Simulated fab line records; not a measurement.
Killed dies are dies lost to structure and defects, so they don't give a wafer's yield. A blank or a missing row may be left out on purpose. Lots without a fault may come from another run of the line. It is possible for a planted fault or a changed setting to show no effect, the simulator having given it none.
Which tool was responsible? | flow nand-harc | Sampling: 11 lots, 33 wafers, 5 of 1302 route steps

WHAT THE GAUGES READ, wafer by wafer
NHARC_P_GATE_CD_MEAS_46: the cd target is 720 nm. Usual: cd-nm reads 719.6 nm (standard deviation 1.4).
lot  | measured     | on        | cd-nm (nm)        | flag
L834 | day 5 22:04  | cd-sem-03 | 717.9 718.6 719.2 |
L836 | day 7 01:36  | cd-sem-01 | 718.8 721.1 719.7 |
L838 | day 7 23:55  | cd-sem-01 | 719.8 719.8 719.9 |
L839 | day 8 09:58  | cd-sem-02 | 719.7 720.0 719.4 |
L840 | day 8 17:52  | cd-sem-02 | 716.8 717.4 718.9 |
L841 | day 9 00:48  | cd-sem-03 | 720.4 720.7 719.8 |
L842 | day 9 13:58  | cd-sem-01 | 718.9 718.0 719.3 |
L844 | day 10 12:07 | cd-sem-01 | 695.7 695.0 695.7 | OFF
L848 | day 12 01:39 | cd-sem-03 | 721.2 719.6 722.2 |
L852 | day 13 06:14 | cd-sem-01 | 719.9 718.7 716.6 |
L855 | day 14 18:02 | cd-sem-02 | 719.9 719.0 720.3 |

NHARC_P_GATE_CD_MEAS_59: the cd target is 720 nm. Usual: cd-nm reads 719.5 nm (standard deviation 1.4).
lot  | measured     | on        | cd-nm (nm)        | flag
L834 | day 5 23:49  | cd-sem-02 | 718.8 719.0 719.1 |
L836 | day 7 03:14  | cd-sem-02 | 720.9 720.4 719.1 |
L838 | day 8 01:42  | cd-sem-03 | 718.6 718.0 719.0 |
L839 | day 8 11:43  | cd-sem-03 | 720.2 720.2 720.9 |
L840 | day 8 19:38  | cd-sem-01 | 717.7 718.6 717.8 |
L841 | day 9 02:33  | cd-sem-02 | 722.3 719.2 719.5 |
L842 | day 9 15:44  | cd-sem-01 | 719.4 718.7 717.7 |
L844 | day 10 13:44 | cd-sem-03 | 718.6 716.8 719.3 |
L848 | day 12 03:23 | cd-sem-02 | 719.0 720.1 719.6 |
L852 | day 13 07:59 | cd-sem-02 | 719.1 720.3 721.1 |
L855 | day 14 19:47 | cd-sem-03 | 719.5 719.4 720.5 |

WHAT TOOL EACH LOT RAN ON (gives the tool, then ch and the chambers of the sampled wafers, and finally the start)
lot  | NHARC_P_GATE_ETCH_104              | NHARC_P_GATE_STRIP_101             | NHARC_P_GATE_EXPOSE_43
L834 | rie-diel-07 ch 2,3, day 5 10:27    | rie-diel-10 ch 0,2, day 5 21:09    | krf-scanner-03 ch 0, day 5 21:55
L836 | rie-diel-07 ch 1,3, day 6 13:45    | rie-diel-06 ch 0,1, day 7 00:41    | krf-scanner-01 ch 0, day 7 01:27
L838 | rie-diel-06 ch 0,2,3, day 7 12:17  | rie-diel-07 ch 1,2,3, day 7 23:00  | krf-scanner-01 ch 0, day 7 23:46
L839 | rie-diel-07 ch 1,2,3, day 7 22:23  | rie-diel-10 ch 0,3, day 8 09:10    | krf-scanner-01 ch 0, day 8 09:50
L840 | rie-diel-06 ch 0,1,2, day 8 06:08  | rie-diel-07 ch 1,2, day 8 17:05    | krf-scanner-01 ch 0, day 8 17:43
L841 | rie-diel-07 ch 1,2,3, day 8 13:00  | rie-diel-07 ch 1,2, day 8 23:53    | krf-scanner-02 ch 0, day 9 00:39
L842 | rie-diel-10 ch 0,1,2, day 9 02:25  | rie-diel-06 ch 0,1,3, day 9 13:11  | krf-scanner-02 ch 0, day 9 13:49
L844 | rie-diel-10 ch 0,2,3, day 10 00:31 | rie-diel-06 ch 1,2,3, day 10 11:12 | krf-scanner-01 ch 0, day 10 11:58
L848 | rie-diel-10 ch 1,2,3, day 11 13:59 | rie-diel-07 ch 0,1,3, day 12 00:44 | krf-scanner-03 ch 0, day 12 01:29
L852 | rie-diel-10 ch 0,1,2, day 12 18:37 | rie-diel-10 ch 1,2,3, day 13 05:19 | krf-scanner-01 ch 0, day 13 06:05
L855 | rie-diel-10 ch 0,1,2, day 14 04:19 | rie-diel-06 ch 0,1,2, day 14 17:06 | krf-scanner-02 ch 0, day 14 17:53
- NHARC_P_GATE_ETCH_104: etches the open film in CF4/CHF3, target depth 60 nm.
- NHARC_P_GATE_STRIP_101: strips in O2, time 20 s.
- NHARC_P_GATE_EXPOSE_43: exposes mask P NSD, target cd 720 nm.

AS READ BY THE TOOLS THEMSELVES (means over the sampled wafers that have a number; for cases with no such wafer, the mark the record gives instead)
NHARC_P_GATE_ETCH_104. Usual: chamber-pressure-mTorr 24.998 mTorr, standard deviation 0.024; drypump-motor-current-A 5.6 A, standard deviation 0.38; oes-product-au 0.955 a.u., standard deviation 0.023; rf-vpp-V 371.2 V, standard deviation 2; showerhead-plenum-p-Torr 1.59 Torr, standard deviation 0.059; throttle-valve-pct 16.801 %, standard deviation 0.0096.
lot  | tool        | chamber-pressure-mTorr (mTorr) | drypump-motor-current-A (A) | oes-product-au (a.u.) | rf-vpp-V (V) | showerhead-plenum-p-Torr (Torr) | throttle-valve-pct (%) | flag
L834 | rie-diel-07 | 24.959                         | 5.6                         | 0.918                 | 370.8        | 1.56                            | 16.803                 |
L836 | rie-diel-07 | 25.013                         | 5.6                         | 0.976                 | 371.0        | 1.59                            | 16.799                 |
L838 | rie-diel-06 | 25.011                         | 5.8                         | 0.975                 | 372.7        | 1.64                            | 16.802                 |
L839 | rie-diel-07 | 25.008                         | 5.6                         | 0.967                 | 370.9        | 1.58                            | 16.804                 |
L840 | rie-diel-06 | 25.000                         | 5.6                         | 0.972                 | 372.6        | 1.64                            | 16.799                 |
L841 | rie-diel-07 | 24.994                         | 5.6                         | 0.958                 | 371.1        | 1.58                            | 16.801                 |
L842 | rie-diel-10 | 25.005                         | 5.4                         | 0.929                 | 370.6        | 1.56                            | 16.804                 |
L844 | rie-diel-10 | 25.008                         | 5.5                         | 0.970                 | 369.6        | 1.54                            | 16.799                 |
L848 | rie-diel-10 | 25.022                         | 5.4                         | 0.963                 | 369.1        | 1.53                            | 16.799                 |
L852 | rie-diel-10 | 25.023                         | 5.4                         | 0.972                 | 370.0        | 1.56                            | 16.805                 |
L855 | rie-diel-10 | 25.002                         | 5.4                         | 0.977                 | 371.1        | 1.56                            | 16.806                 |

NHARC_P_GATE_STRIP_101. Usual: chamber-pressure-mTorr 59.99 mTorr, standard deviation 0.059; drypump-motor-current-A 5.7 A, standard deviation 0.41; oes-product-au 1.004 a.u., standard deviation 0.0069; rf-vpp-V 58.0 V, standard deviation 0.82; showerhead-plenum-p-Torr 3.60 Torr, standard deviation 0.14; throttle-valve-pct 17.036 %, standard deviation 0.0094.
lot  | tool        | chamber-pressure-mTorr (mTorr) | drypump-motor-current-A (A) | oes-product-au (a.u.) | rf-vpp-V (V) | showerhead-plenum-p-Torr (Torr) | throttle-valve-pct (%) | flag
L834 | rie-diel-10 | 60.08                          | 5.4                         | 1.008                 | 58.1         | 3.55                            | 17.041                 |
L836 | rie-diel-06 | 59.97                          | 5.3                         | 1.007                 | 58.4         | 3.75                            | 17.033                 |
L838 | rie-diel-07 | 59.95                          | 5.6                         | 1.003                 | 57.6         | 3.53                            | 17.036                 |
L839 | rie-diel-10 | 60.04                          | 5.4                         | 1.010                 | 57.7         | 3.55                            | 17.041                 |
L840 | rie-diel-07 | 60.02                          | 5.7                         | 1.006                 | 57.5         | 3.48                            | 17.039                 |
L841 | rie-diel-07 | 60.08                          | 5.7                         | 0.999                 | 57.8         | 3.48                            | 17.029                 |
L842 | rie-diel-06 | 60.02                          | 5.5                         | 0.998                 | 58.2         | 3.75                            | 17.031                 |
L844 | rie-diel-06 | 60.02                          | 5.8                         | 1.002                 | 58.3         | 3.69                            | 17.027                 |
L848 | rie-diel-07 | 59.91                          | 5.9                         | 1.009                 | 58.5         | 3.63                            | 17.037                 |
L852 | rie-diel-10 | 60.01                          | 5.4                         | 0.998                 | 57.4         | 3.43                            | 17.030                 |
L855 | rie-diel-06 | 59.99                          | 5.6                         | 1.000                 | 57.5         | 3.67                            | 17.039                 |

THE ANSWER, worked out from the rows above alone
Rule: take the mean of a lot's wafers that have a number; if it is more than 3 standard deviations from the usual mean, the lot is off. A lot without any number at a reading at which 4 lots or more have one is off too. All remaining lots with rows at the step are treated as sound. The gauges are gone through in route order, then the tools' own readings, and for those a lot's mean is taken as printed above. The first step at which some lot is off is used, and at that step the reading that is off furthest; a lot without a number counts as furthest.
Off: L844 (NHARC_P_GATE_CD_MEAS_46, cd-nm).
If a tool, at a process step before that reading, ran all the lots that are off and no sound lot after the first of them, it fits. Those tools and the gauges at NHARC_P_GATE_CD_MEAS_46 are tried in the same way. Of those tried, none fits.

WHAT WAS PUT IN BY THE SIMULATOR
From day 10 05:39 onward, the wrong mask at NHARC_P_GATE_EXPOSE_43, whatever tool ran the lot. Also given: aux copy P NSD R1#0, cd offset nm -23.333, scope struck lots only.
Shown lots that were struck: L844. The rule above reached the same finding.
